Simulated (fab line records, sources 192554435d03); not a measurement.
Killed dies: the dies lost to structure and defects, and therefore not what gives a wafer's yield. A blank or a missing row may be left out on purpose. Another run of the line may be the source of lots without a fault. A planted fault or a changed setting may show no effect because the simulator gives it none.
fab line records ; flow n5Finfet
[record] lots = 8; wafers = 24; lastDay = 20
route steps=1938 shown MOL_CONTACT_COAG@609 BEOL_M0_SAQP@632 BEOL_M4@1111 PASSIVATION@1936
lots with no fault: from the same line, run without faults
startH: start of the lot's first displayed wafer, in hours after the record's first day ; waitH: hours elapsed since this lot's preceding step ; " unchanged from the row above ; L1.1+2: a single row standing in for several wafers ; - value missing, or start not given ; * or withheld: withheld ; < > ~ a bound
route shown NAME@n: NAME is a module with steps in the file, n the number in the route of the first one ; usual: average and standard deviation across the fault-free wafers ; same: alike in all rows ; chamber/n: place in a boat ; sites: the reading at each site ; _std_site: the values' standard deviation ; _edge_site: the outer-site mean with the inner-site mean subtracted ; radiusMm: how far each site lies from the wafer's centre ; mask NAME#n: copy n ; behind: the tool/chamber that last shaped the wafer ; hold: the reason the lot was held/the length of the hold in hours/how it ended ; device: whichever transistor did not switch (one of n, p or np) ; end of line: the route-end tests of the same wafers ; a step without rows: its recipe alone ; killed: dies lost to structure and defects at the first sort, not the wafer's yield ; map: a wafer's dies, marking killed ones x, the rest . and places with no die _
set.NAME: setting as actually run; set.NAME@STEP: the setting as run at that earlier step ; model.NAME: the simulator's own value behind a step, which no gauge read
a sample of lots followed through the steps of the route, with each step as a table and each wafer as a row
services: from which hour (startH, from the record's first day; less than 0 if before it) a tool's chamber was out of use, for how many hours, and why
[[steps]]
[step N5_MOL_CONTACT_COAG_ETCHBACK_134]
[recipe] chemistry = CHF3; target = SiO2; targetDepthA = 100; timeS = 6.7; ionEnergyEv = 200; pressureMtorr = 30; sourceW = 610; biasW = 170; Ar_flow_sccm = 200; CHF3_flow_sccm = 50
[usual] CHF3_flow_sccm = 50.01/0.14; drypumpMotorCurrentA = 5.8/0.4; oesProductAu = 0.79/0.059; rfVppV = 526/6.1; showerheadPlenumPTorr = 2.42/0.06; throttleValvePct = 18.76/0.21
lot.wafer;tool;chamber;startH;waitH;CHF3_flow_sccm;drypumpMotorCurrentA;oesProductAu;rfHoursCounterH;rfVppV;showerheadPlenumPTorr;throttleValvePct
L395.1;rieDiel-06;2;120.59;0.1;50.17;5.1;0.75;158;531;2.48;18.56
L395.3;rieDiel-06;0;120.59;0.1;49.81;5.9;0.75;169;514;2.36;18.86
L395.5;rieDiel-06;1;120.59;0.1;49.86;5.7;0.86;-;536;2.41;18.71
L398.1;rieDiel-01;1;142.73;0.1;50.15;5.8;0.84;77;523;2.41;18.67
L398.3;rieDiel-01;2;142.73;0.1;50.11;6.2;0.86;54;521;2.33;18.83
L398.6;rieDiel-01;0;142.73;0.1;49.89;5.7;0.86;-;531;2.50;18.70
L400.1;rieDiel-01;0;169.18;0.1;50.26;5.7;0.84;68;534;2.50;18.72
L400.4;rieDiel-01;2;169.18;0.1;49.95;6.3;0.85;62;520;2.32;18.84
L400.6;rieDiel-01;2;169.18;0.1;50.08;6.2;0.85;-;523;2.32;18.82
L401.1;rieDiel-01;0;175.27;0.1;50.00;5.7;0.85;69;534;2.50;18.72
L401.2;rieDiel-01;3;175.27;0.1;50.20;5.6;0.79;135;527;2.40;18.91
L401.4;rieDiel-01;2;175.27;0.1;50.05;6.2;0.85;64;521;2.32;18.84
L413.1;rieDiel-01;1;278.66;0.1;50.00;5.8;0.80;112;524;2.40;18.71
L413.2;rieDiel-01;2;278.66;0.1;50.19;6.2;0.81;92;521;2.31;18.90
L413.3;rieDiel-01;0;278.66;0.1;49.69;5.8;0.81;95;533;2.49;18.79
L412.1;rieDiel-01;2;279.04;0.2;49.87;6.3;0.81;92;521;2.31;18.90
L412.2;rieDiel-01;0;279.04;0.2;50.05;5.7;0.81;95;534;2.49;18.77
L412.4;rieDiel-01;1;279.04;0.2;50.09;5.8;0.79;112;523;2.40;18.71
L411.1;rieDiel-06;0;279.14;0.1;50.14;6.0;0.71;212;513;2.35;18.95
L411.4;rieDiel-06;3;279.14;0.1;49.79;5.9;0.72;169;521;2.38;18.73
L411.5;rieDiel-06;2;279.14;0.1;50.18;5.1;0.71;-;530;2.46;18.64
L414.4;rieDiel-01;2;279.38;0.2;50.23;6.3;0.81;92;521;2.31;18.89
L414.5;rieDiel-01;0;279.38;0.2;50.13;5.7;0.81;-;534;2.49;18.78
L414.6;rieDiel-01;3;279.38;0.2;49.90;5.5;0.75;-;526;2.39;18.96
[step N5_MOL_CONTACT_COAG_VIA_ETCH_117]
[recipe] chemistry = C4F6/O2; targetDepthA = 400; overetchA = 80; maskMaterial = SOC; target = SiO2; biasW = 455; pressureMtorr = 10; timeS = 26; sourceW = 325; Ar_flow_sccm = 300; C4F6_flow_sccm = 10; O2_flow_sccm = 10; ionEnergyEv = 575.3; ends = endPoint
[usual] O2_flow_sccm = 10.00/0.033; drypumpMotorCurrentA = 5.8/0.4; oesProductAu = 0.70/0.047; rfVppV = 1592/17; showerheadPlenumPTorr = 2.89/0.072; throttleValvePct = 41.1/0.33
lot.wafer;tool;chamber;startH;waitH;O2_flow_sccm;drypumpMotorCurrentA;oesProductAu;rfHoursCounterH;rfVppV;showerheadPlenumPTorr;throttleValvePct
L395.1;rieDiel-06;2;120.74;0.0;10.02;5.1;0.67;158;1604;2.96;40.9
L395.3;rieDiel-06;0;120.74;0.0;10.00;6.0;0.68;169;1556;2.82;41.1
L395.5;rieDiel-06;1;120.74;0.0;10.00;5.7;0.76;-;1618;2.88;41.0
L398.1;rieDiel-01;1;142.89;0.0;10.02;5.8;0.73;77;1589;2.88;40.9
L398.3;rieDiel-01;2;142.89;0.0;9.99;6.3;0.76;54;1579;2.78;41.3
L398.6;rieDiel-01;0;142.89;0.0;10.04;5.7;0.76;-;1614;2.99;41.2
L400.1;rieDiel-01;0;169.34;0.0;10.02;5.7;0.75;68;1612;2.98;41.2
L400.4;rieDiel-01;2;169.34;0.0;9.97;6.2;0.75;62;1579;2.77;41.4
L400.6;rieDiel-01;2;169.34;0.0;9.98;6.2;0.75;-;1579;2.77;41.4
L401.1;rieDiel-01;0;175.43;0.0;10.03;5.8;0.75;69;1614;2.98;41.2
L401.2;rieDiel-01;3;175.43;0.0;10.02;5.6;0.68;135;1595;2.86;41.4
L401.4;rieDiel-01;2;175.43;0.0;9.96;6.3;0.75;64;1578;2.77;41.3
L413.1;rieDiel-01;1;278.82;0.0;10.00;5.8;0.71;112;1589;2.86;40.9
L413.2;rieDiel-01;2;278.82;0.0;9.99;6.2;0.73;92;1579;2.76;41.4
L413.3;rieDiel-01;0;278.82;0.0;10.00;5.7;0.73;95;1612;2.97;41.2
L412.1;rieDiel-01;2;279.20;0.0;9.98;6.2;0.72;92;1577;2.76;41.4
L412.2;rieDiel-01;0;279.20;0.0;9.95;5.7;0.73;95;1613;2.97;41.2
L412.4;rieDiel-01;1;279.20;0.0;9.98;5.8;0.71;112;1587;2.86;40.9
L411.1;rieDiel-06;0;279.30;0.0;10.02;5.9;0.65;212;1556;2.80;41.2
L411.4;rieDiel-06;3;279.30;0.0;10.01;5.9;0.66;169;1578;2.83;41.3
L411.5;rieDiel-06;2;279.30;0.0;9.94;5.1;0.64;-;1602;2.94;40.9
L414.4;rieDiel-01;2;279.54;0.0;9.97;6.2;0.73;92;1577;2.76;41.4
L414.5;rieDiel-01;0;279.54;0.0;9.96;5.7;0.72;-;1612;2.97;41.2
L414.6;rieDiel-01;3;279.54;0.0;10.01;5.6;0.67;-;1595;2.85;41.4
[step N5_MOL_CONTACT_COAG_ANNEAL_112]
[recipe] tempC = 400; timeS = 1800; ambient = HPD2; pressureAtm = 10
[usual] spikeTcBottomC = 420.1/1; spikeTcCentreC = 401.5/1; spikeTcLowerC = 398.1/0.91; spikeTcTopC = 429.6/1; spikeTcUpperC = 398.0/1.1; wafer_temp_C_max = 400.97/0.3; zonePowerBottomPct = 11.42/0.096; zonePowerCentrePct = 9.59/0.09; zonePowerLowerPct = 8.54/0.084; zonePowerTopPct = 21.88/0.22; zonePowerUpperPct = 9.16/0.095
lot.wafer;tool;chamber;startH;waitH;spikeTcBottomC;spikeTcCentreC;spikeTcLowerC;spikeTcTopC;spikeTcUpperC;wafer_temp_C_max;zonePowerBottomPct;zonePowerCentrePct;zonePowerLowerPct;zonePowerTopPct;zonePowerUpperPct
L395.1;hpAnneal-01;0;122.16;0.3;420.5;401.9;400.0;429.1;397.4;401.23;11.41;9.34;8.55;21.71;9.29
L395.3;hpAnneal-01;0;122.16;0.3;420.7;401.9;398.7;430.3;396.9;401.25;11.33;9.46;8.51;21.90;9.06
L395.5;hpAnneal-01;0;122.16;0.3;420.7;402.5;397.6;429.2;398.1;400.57;11.26;9.52;8.40;21.83;8.96
L398.1;hpAnneal-01;0;144.02;0.0;419.5;401.5;399.4;428.7;398.1;401.10;11.40;9.69;8.40;21.60;9.16
L398.3;hpAnneal-01;0;144.02;0.0;420.2;402.5;396.9;427.9;398.2;401.03;11.43;9.50;8.46;22.21;9.14
L398.6;hpAnneal-01;0;144.02;0.0;419.5;401.4;399.1;429.7;397.3;401.05;11.53;9.67;8.51;21.32;9.07
L400.1;hpAnneal-01;0;173.29;2.8;408.3;390.9;387.0;419.3;385.8;389.41;11.05;9.15;8.32;20.93;8.77
L400.4;hpAnneal-01;0;173.29;2.8;408.3;389.6;386.1;419.1;386.0;389.38;10.98;9.24;8.27;21.25;8.73
L400.6;hpAnneal-01;0;173.29;2.8;408.7;389.1;386.9;417.4;387.0;389.24;10.97;9.20;8.04;21.20;8.74
L401.1;hpAnneal-01;0;176.55;0.0;407.4;389.0;385.4;419.6;386.8;389.45;10.92;9.12;8.18;21.14;8.86
L401.2;hpAnneal-01;0;176.55;0.0;407.0;391.0;386.7;417.5;385.8;389.40;10.96;9.34;8.17;20.92;8.83
L401.4;hpAnneal-01;0;176.55;0.0;409.6;388.4;385.5;419.4;386.7;389.32;11.16;9.29;8.21;21.49;8.81
L413.1;hpAnneal-01;0;279.98;0.0;418.9;401.2;398.5;430.4;399.7;400.92;11.31;9.45;8.44;21.70;9.28
L413.2;hpAnneal-01;0;279.98;0.0;422.0;403.4;398.4;430.2;397.8;401.23;11.41;9.62;8.55;21.86;9.09
L413.3;hpAnneal-01;0;279.98;0.0;419.6;401.4;398.5;429.7;398.0;401.59;11.36;9.53;8.67;22.00;9.16
L411.1;hpAnneal-01;0;282.98;2.4;419.9;402.9;397.3;430.5;396.8;401.15;11.35;9.65;8.49;21.54;8.96
L411.4;hpAnneal-01;0;282.98;2.4;418.8;400.8;400.0;431.1;395.8;401.22;11.43;9.53;8.63;21.97;9.05
L411.5;hpAnneal-01;0;282.98;2.4;420.1;402.4;397.9;428.8;399.4;401.35;11.38;9.62;8.66;22.27;8.94
L412.1;hpAnneal-01;0;282.98;2.7;421.1;401.1;397.6;431.1;397.9;400.81;11.40;9.62;8.51;21.72;9.27
L412.2;hpAnneal-01;0;282.98;2.7;419.1;400.7;397.3;430.6;397.6;401.18;11.59;9.51;8.54;21.61;9.10
L412.4;hpAnneal-01;0;282.98;2.7;419.4;401.9;398.2;429.9;399.6;401.00;11.48;9.61;8.51;21.94;9.23
L414.4;hpAnneal-01;0;282.98;2.3;420.1;401.9;397.8;428.9;398.4;401.23;11.39;9.59;8.52;21.90;9.09
L414.5;hpAnneal-01;0;282.98;2.3;421.1;400.3;398.3;427.9;399.3;401.19;11.31;9.58;8.50;22.08;9.22
L414.6;hpAnneal-01;0;282.98;2.3;420.6;401.2;397.4;430.7;399.4;400.75;11.56;9.63;8.51;21.84;9.08
[step N5_BEOL_M0_SAQP_PECVD_00]
[recipe] material = SiCN; targetThkA = 80; tempC = withheld; precursor = 3MS/NH3; pressureTorr = 3; rfW = 202; timeS = 14
[usual] showerheadPlenumPTorr = 3.672/0.02; throttleValvePct = 9.1/0.48
lot.wafer;tool;chamber;startH;waitH;showerheadPlenumPTorr;throttleValvePct
L395.1;pecvd-03;2;125.58;0.2;3.656;9.0
L395.3;pecvd-03;1;125.58;0.2;3.644;9.3
L395.5;pecvd-03;0;125.58;0.2;3.671;9.2
L398.1;pecvd-03;0;147.37;0.2;3.678;9.1
L398.3;pecvd-03;2;147.37;0.2;3.660;9.3
L398.6;pecvd-03;0;147.37;0.2;3.675;9.1
L400.1;pecvd-03;1;176.65;0.2;3.657;9.3
L400.4;pecvd-03;0;176.65;0.2;3.660;8.9
L400.6;pecvd-03;1;176.65;0.2;3.651;9.2
L401.1;pecvd-02;0;179.91;0.2;3.695;8.9
L401.2;pecvd-02;0;179.91;0.2;3.695;8.9
L401.4;pecvd-02;0;179.91;0.2;3.703;8.9
L413.1;pecvd-04;2;283.36;0.2;3.681;8.8
L413.2;pecvd-04;0;283.36;0.2;3.706;9.2
L413.3;pecvd-04;1;283.36;0.2;3.673;10.1
L412.1;pecvd-04;2;286.34;0.2;3.670;8.9
L412.2;pecvd-04;1;286.34;0.2;3.687;10.3
L412.4;pecvd-04;0;286.34;0.2;3.700;9.4
L411.1;pecvd-03;2;286.35;0.2;3.642;8.1
L411.4;pecvd-03;2;286.35;0.2;3.648;8.2
L411.5;pecvd-03;1;286.35;0.2;3.647;9.3
L414.4;pecvd-02;1;286.65;0.1;3.674;8.7
L414.5;pecvd-02;0;286.65;0.1;3.698;9.0
L414.6;pecvd-02;2;286.65;0.1;3.641;8.6
[step N5_BEOL_M4_RC_MEAS_101]
[usual] DIBL_N = 36.5/1.2; DIBL_P = 36.5/1.6; IOFF_N = 0.162/0.023; IOFF_P = 0.221/0.03; ION_N = 678/8; ION_P = 466/6.3; SS_N = 71.6/0.46; SS_P = 73.3/0.57; VT_N = 249.2/2.6; VT_P = -249/3.3
lot.wafer;tool;chamber;startH;waitH;DIBL_N[mV/V];DIBL_P[mV/V];IOFF_N[nA/um];IOFF_P[nA/um];ION_N[uA/um];ION_P[uA/um];SS_N[mV/dec];SS_P[mV/dec];VT_N[mV];VT_P[mV]
L395.1;prober-02;0;241.66;0.0;36.6;38.9;0.186;0.239;683;467;71.1;74.4;248.0;-248
L395.3;prober-02;0;241.66;0.0;37.0;39.9;0.209;0.253;693;470;71.8;73.7;244.0;-245
L395.5;prober-02;0;241.66;0.0;36.9;39.0;0.191;0.232;682;470;71.4;73.8;246.5;-248
L398.1;prober-02;0;254.83;0.0;36.9;37.8;0.162;0.189;680;459;71.5;73.0;250.4;-253
L398.3;prober-02;0;254.83;0.0;36.6;37.4;0.155;0.180;667;454;71.3;74.0;251.2;-254
L398.6;prober-02;0;254.83;0.0;36.5;37.5;0.156;0.176;682;460;71.9;72.5;250.6;-256
L400.1;prober-02;0;265.30;0.0;37.9;37.1;0.176;0.218;674;455;72.1;73.8;248.3;-252
L400.4;prober-02;0;265.30;0.0;38.1;36.4;0.166;0.205;668;452;71.8;73.9;250.6;-252
L400.6;prober-02;0;265.30;0.0;38.1;37.2;0.175;0.217;672;460;72.3;73.4;249.0;-256
L401.1;prober-01;0;266.00;0.0;34.8;35.7;0.139;0.193;662;454;71.6;73.5;252.3;-254
L401.2;prober-01;0;266.00;0.0;38.3;39.0;0.194;0.249;678;457;72.8;75.2;246.9;-251
L401.4;prober-01;0;266.00;0.0;37.4;37.6;0.169;0.220;659;450;72.4;74.4;250.8;-254
L413.1;prober-02;0;357.87;0.0;36.5;36.1;0.189;0.268;692;478;71.5;73.4;246.6;-241
L413.2;prober-02;0;357.87;0.0;34.9;33.7;0.157;0.225;680;474;71.4;72.5;248.0;-245
L413.3;prober-02;0;357.87;0.0;34.3;34.0;0.154;0.230;686;477;71.4;72.6;248.0;-246
L412.1;prober-02;0;361.53;0.0;37.5;37.2;0.169;0.210;675;462;72.1;73.1;250.7;-251
L412.2;prober-02;0;361.53;0.0;37.1;36.5;0.147;0.203;669;462;72.0;72.9;251.4;-249
L412.4;prober-02;0;361.53;0.0;35.6;34.3;0.125;0.176;668;459;70.9;73.2;253.9;-252
L411.1;prober-01;0;364.54;0.0;38.0;36.7;0.167;0.214;674;462;72.0;74.3;246.7;-249
L411.4;prober-01;0;364.54;0.0;37.1;35.6;0.155;0.203;677;465;71.5;72.9;248.8;-250
L411.5;prober-01;0;364.54;0.0;36.0;34.9;0.138;0.189;672;464;71.7;73.1;250.6;-249
L414.4;prober-02;0;367.87;0.5;38.1;38.1;0.181;0.251;678;468;72.3;74.5;248.3;-249
L414.5;prober-02;0;367.87;0.5;37.7;36.9;0.170;0.233;691;469;72.2;74.4;249.1;-247
L414.6;prober-02;0;367.87;0.5;39.2;38.9;0.206;0.258;690;463;72.1;73.9;245.9;-249
[step N5_PASSIVATION_PROBE_49]
[usual] defectLimitedYield = 91.2/1.3; killed_at_M0_to_M3 = 34/9.2; killed_at_M4_up = 14/5; killedAtContacts = 13/6.7; killedAtFrontEnd = 39/12; killedAtOther = 4/3.3; killedDies = 104/15; killedOpen = 68/12; killedShort = 34/7.5; sort_bin_5_function = 5.2/0.87; sort_bin_6_memory = 3.3/0.63; sortNPass = 1076/15; sortYieldPct = 91.2/1.3
[same] grossDies = 1180; killedAtBackSide = 0; sort_bin_4_leakage[%] = 0; sort_bin_8_speed[%] = 0
lot.wafer;tool;chamber;startH;waitH;defectLimitedYield[%];killed_at_M0_to_M3;killed_at_M4_up;killedAtContacts;killedAtFrontEnd;killedAtOther;killedDies;killedOpen;killedShort;sort_bin_5_function[%];sort_bin_6_memory[%];sortNPass;sortYieldPct[%]
L398.1;prober-01;-;353.42;0.0;87.7;43;11;20;67;4;145;87;54;6.5;5.3;1035;87.7
L398.3;prober-01;-;353.52;0.1;89.9;37;12;13;54;3;119;68;48;6.4;3.2;1061;89.9
L398.6;prober-01;-;353.67;0.3;89.2;41;9;22;54;1;127;76;48;5.8;4.6;1053;89.2
// killed by level:class
L398.1 STI_FIN_REVEAL:geometricParticle:open=21 MOL_CONTACT_COAG:geometricParticle:open=16 BEOL_M0_SAQP:geometricParticle:short=14 FIN_SAQP:geometricParticle:short=13 FIN_SAQP:geometricParticle:open=9 BEOL_M0_SAQP:geometricParticle:open=9 BEOL_M2:geometricParticle:open=6 BEOL_M3:geometricParticle:open=6
L398.3 FIN_SAQP:geometricParticle:short=20 BEOL_M2:geometricParticle:open=11 FIN_SAQP:geometricParticle:open=10 STI_FIN_REVEAL:geometricParticle:open=7 MOL_CONTACT_COAG:geometricParticle:short=7 BEOL_M3:geometricParticle:open=7 MOL_CONTACT_COAG:geometricParticle:open=6 BEOL_M0_SAQP:geometricParticle:short=6
L398.6 FIN_SAQP:geometricParticle:short=15 FIN_SAQP:geometricParticle:open=13 BEOL_M2:geometricParticle:open=11 MOL_CONTACT_COAG:geometricParticle:open=11 MOL_CONTACT_COAG:geometricParticle:short=11 BEOL_M0_SAQP:geometricParticle:open=10 STI_FIN_REVEAL:geometricParticle:open=6 BEOL_M3:geometricParticle:open=6
[[services]]
tool;chamber;startH;hours;kind
pecvd-03;2;109.76;2.1;scheduledDown
pecvd-02;1;133.62;50.0;repair
pecvd-04;0;137.29;5.8;repair
pecvd-04;1;139.55;5.5;scheduledDown
pecvd-03;1;146.92;6.6;repair
pecvd-04;2;151.83;10.6;repair
rieDiel-06;-;152.62;0.9;repair
rieDiel-01;0;161.28;4.4;repair
pecvd-02;0;169.29;4.4;repair
pecvd-02;2;179.60;2.1;scheduledDown
rieDiel-01;1;187.71;6.8;repair
pecvd-03;2;202.38;-;clean
pecvd-03;2;202.38;-;consumableReplace:showerhead
pecvd-03;2;202.38;29.0;scheduledDown
pecvd-03;2;202.38;29.0;ventCycle
rieDiel-06;1;214.42;9.5;repair
pecvd-04;1;220.45;2.1;scheduledDown
pecvd-02;2;221.88;5.5;scheduledDown
pecvd-02;-;223.04;0.3;repair
rieDiel-01;-;234.77;2.8;pm
rieDiel-06;3;258.10;3.1;repair
pecvd-02;-;261.64;0.5;repair
pecvd-02;-;267.16;1.1;repair
[[key]]
[firstSign] step = N5_MOL_CONTACT_COAG_ANNEAL_112; reading = wafer_temp_C_max; direction = down; sigmas = 39; usual = *; struck = *
[effect] step = N5_MOL_CONTACT_COAG_ANNEAL_112; reading = spikeTcLowerC; direction = down; sigmas = 13; usual = 398.1; struck = 386.3
[effect] step = N5_BEOL_M4_RC_MEAS_101; reading = ION_P; direction = down; sigmas = 1.8; usual = 466; struck = 455
metAt N5_MOL_CONTACT_COAG_ANNEAL_112
struckLots L400,L401
notActingAt N5_MOL_CONTACT_COAG_ETCHBACK_134,N5_MOL_CONTACT_COAG_VIA_ETCH_117,N5_BEOL_M0_SAQP_PECVD_00
[fault] kind = processParameterDrift; tool = hpAnneal-01; chamber = -; onsetH = 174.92; steps = N5_MOL_CONTACT_COAG_ANNEAL_112; channel = tempC; offset = *; shape = step; endH = 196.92; stated = *
